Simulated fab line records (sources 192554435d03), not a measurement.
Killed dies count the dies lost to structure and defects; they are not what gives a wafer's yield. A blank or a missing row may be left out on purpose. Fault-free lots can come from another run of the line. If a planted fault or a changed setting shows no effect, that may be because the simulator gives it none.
Struck lot and sound lot, side by side -- flow n5 finfet -- 21 out of 1938 route steps
Sound: these wafers, L526.1, L526.3, L526.4. Wafers L524.1, L524.2, L524.4 were the ones struck. Last of all comes the cause.
Each step with rows lists, per side, the tool, then ch with its chambers, then its first start. Under that, the readings that differ: sound wafers -- struck wafers -- difference of the means -- sigmas: that difference in standard deviations of wafers without a fault.
alike: a reading whose means differ by less than 2 such deviations, as well as words and numbers matching on both sides. not compared: withheld readings; readings where some wafer has no value; bounds like >300 that might hide an equal value; numbers whose values overlap and for which the record gives no deviation.
Wherever a step has rows on one side only, a row that says differs or no value, or a row with sigmas, the two part there. Numbers that have no deviation but don't overlap get no sigmas and don't part them. A reading missing from all wafers of one side parts the sides only when that side holds two or more wafers.

N5_STI_FIN_REVEAL_ETCHBACK_08: etches SiO2 in C4F6/O2, target depth 30.5 nm, time 10.167 s.
  sound on rie diel-04 ch 1,2,3, day 7 16:26; struck on rie diel-02 ch 2,3, day 7 03:54
  alike: bias w, drypump motor current A, oes product au, rf vpp V, showerhead plenum p Torr, throttle valve pct
  not compared: rf hours counter h
N5_STI_FIN_REVEAL_STRIP_24: strips in N2/H2, time 90 s.
  sound on rie diel-04 ch 1,2,3, day 7 16:28; struck on rie diel-02 ch 2,3, day 7 03:56
  alike: bias power w, chamber pressure mTorr, drypump motor current A, oes product au, rf vpp V, showerhead plenum p Torr, throttle valve pct
  not compared: rf hours counter h
then, 4 steps without rows for these wafers: N5_STI_FIN_REVEAL_PRECLEAN_25 (cleans in SPM, time 90 s); N5_STI_FIN_REVEAL_PRECLEAN_26 (cleans in SC1, time 45 s); N5_STI_FIN_REVEAL_PRECLEAN_29 (cleans in DHF, time 30 s); N5_STI_FIN_REVEAL_SRD_12 (time 30 s).
N5_STI_FIN_REVEAL_RECESS_09: chemistry HF/NH3, target SiO2, afs cycles 11, target depth 42.5 nm, sublimation time 60 s.
  sound on vapor etch-02 ch 0,1, day 7 16:41; struck on vapor etch-01 ch 0,1, day 7 04:09
  alike: drypump motor current A
then, 2 steps without rows for these wafers: N5_STI_FIN_REVEAL_STRIP_16 (strips SiNx in H3PO4, target depth 23.8 nm); N5_STI_FIN_REVEAL_PRECLEAN_17 (cleans in NF3:NH3, afs cycles 1, time 20 s, sublimation time 60 s).
N5_STI_FIN_REVEAL_ETCH_34: etches Si in H2, material Si, target depth 0.97 nm.
  sound on rie si-01 ch 0,2,3, day 7 18:47; struck on rie si-01 ch 0,1,3, day 7 06:15
  alike: drypump motor current A, he backside leak sccm, oes product au, throttle valve pct
  not compared: rf hours counter h
then, 2 steps without rows for these wafers: N5_STI_FIN_REVEAL_OXIDATION_31 (chemistry O2 PLASMA REMOTE, time 20 s); N5_STI_FIN_REVEAL_PRECLEAN_32 (cleans in NF3:NH3, afs cycles 1, time 20 s, sublimation time 60 s).
N5_STI_FIN_REVEAL_STRIP_35: strips Si3N4 in H3PO4, target depth 4 nm, time 39 s.
  sound on wet bench-02 ch 3,4,5, day 7 19:08; struck on wet bench-06 ch 2,6,7, day 7 06:40
  no value came back on the struck wafers for bath guard temp C (C), bath heat duty pct (%), time s (s); on the sound wafers bath guard temp C (C) reads 164.3 164.7 164.8
reading,sound,struck,difference,sigmas
model.Si_of_PMOS_HMC_CHANNEL_EPI_EPI_26.thk nm (nm),2.6 2.6 2.6,3 3 3,+0,
then, 1 step without rows for these wafers: N5_STI_FIN_REVEAL_SRD_21 (time 30 s).
N5_STI_FIN_REVEAL_OXIDATION_33: chemistry O2 PLASMA REMOTE, time 20 s.
  sound on plasma asher-02 ch 0,1, day 7 19:11; struck on plasma asher-02 ch 0,1, day 7 06:43
  alike: drypump motor current A, heater power w
  not compared: rf hours counter h
N5_STI_FIN_REVEAL_CLEAN_19: cleans in O3/DIW, time 120 s.
  sound on wet bench-02 ch 3,4,5, day 7 19:17; struck on wet bench-06 ch 0,4,6, day 7 06:49
reading,sound,struck,difference,sigmas
model.Si_of_PMOS_HMC_CHANNEL_EPI_EPI_26.thk nm (nm),2.4 2.4 2.4,2.8 2.8 2.8,+0.4,
then, 1 step without rows for these wafers: N5_STI_FIN_REVEAL_SRD_23 (time 30 s).
N5_STI_FIN_REVEAL_CD_MEAS_22: target cd 6.238 nm, pitch 28 nm.
  sound on cd sem-03 at day 7 19:22; struck on cd sem-03 at day 7 06:53
  alike: cd nm
N5_STI_FIN_REVEAL_FIN_H_MEAS_10:
  sound on ocd-01 at day 7 19:23; struck on ocd-02 at day 7 06:56
reading,sound,struck,difference,sigmas
trench depth nm (nm),52.5 52.3 50.8,47.3 48.2 46.6,-4.5,-7
then, 1 step without rows for these wafers: N5_STI_FIN_REVEAL_PRECLEAN_18 (cleans in SC2, time 45 s).
-- the record jumps here: 10 days lie between the struck wafers' starts before and after (it left off in module STI_FIN_REVEAL and takes up again in module PASSIVATION, whose first step shown is number 1936 of the route) --
N5_PASSIVATION_PROBE_49:
  sound on prober-01 at day 18 13:44; struck on prober-02 at day 17 10:02
reading,sound,struck,difference,sigmas
killed_at_M4_up,7 8 15,20 20 17,+9,+2
  alike: killed_at_M0_to_M3, killed at contacts, killed at front end, killed at other, killed dies, killed on rim, killed open, killed short

== WHERE THEY PART ==
At N5_STI_FIN_REVEAL_STRIP_35 first; at N5_PASSIVATION_PROBE_49 last (within this record only).

WHY: whatever the simulator had introduced
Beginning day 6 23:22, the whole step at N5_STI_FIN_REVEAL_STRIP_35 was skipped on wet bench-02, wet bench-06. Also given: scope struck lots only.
